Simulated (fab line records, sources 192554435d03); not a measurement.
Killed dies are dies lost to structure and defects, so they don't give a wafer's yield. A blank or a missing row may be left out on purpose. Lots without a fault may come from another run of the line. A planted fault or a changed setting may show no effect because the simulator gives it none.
Which tool did it? | flow n5_finfet | 6 lots, 17 wafers sampled, at 1 step of a route of 1938

WHAT THE GAUGES READ, wafer by wafer
N5_BEOL_M6_CD_MEAS_35: target cd 40 nm, target cd y 28 nm.
lot  | measured     | on        | cd_nm (nm)
L385 | day 11 00:41 | cd_sem-03 | 40.1 39.9 39.6
L386 | day 11 05:27 | cd_sem-03 | 39.6 39.9 39.4
L389 | day 11 22:29 | cd_sem-03 | 40.9 40.5
L397 | day 13 22:57 | cd_sem-01 | 40.3 40.3 40.6
L402 | day 15 00:19 | cd_sem-01 | 38.9 39.5 38.8
L404 | day 16 02:46 | cd_sem-03 | 39.4 40.0 39.9

WHICH TOOL RAN EACH LOT (tool, then ch and the chambers of the sampled wafers, then the start)
The record holds no process step before these readings.

THE ANSWER, worked out from the rows above alone
Rule: what is usual is taken from the lots themselves. Put in order of their means at a reading, lots are off if they are a third of the lots or fewer, leave a main group of 4 or more, and stand apart from it by a gap of 3 or more times the standard deviation of the main group's means; of several such gaps the widest counts. A main group whose means are all the same, to the digits that the tables above print for the reading, isn't used. A lot without any number at a reading at which 4 lots or more have one is off too. The other lots that the step has rows for count as sound.
No lot is off at any reading shown: from this, nothing can be told.

WHAT THE SIMULATOR HAD PUT IN
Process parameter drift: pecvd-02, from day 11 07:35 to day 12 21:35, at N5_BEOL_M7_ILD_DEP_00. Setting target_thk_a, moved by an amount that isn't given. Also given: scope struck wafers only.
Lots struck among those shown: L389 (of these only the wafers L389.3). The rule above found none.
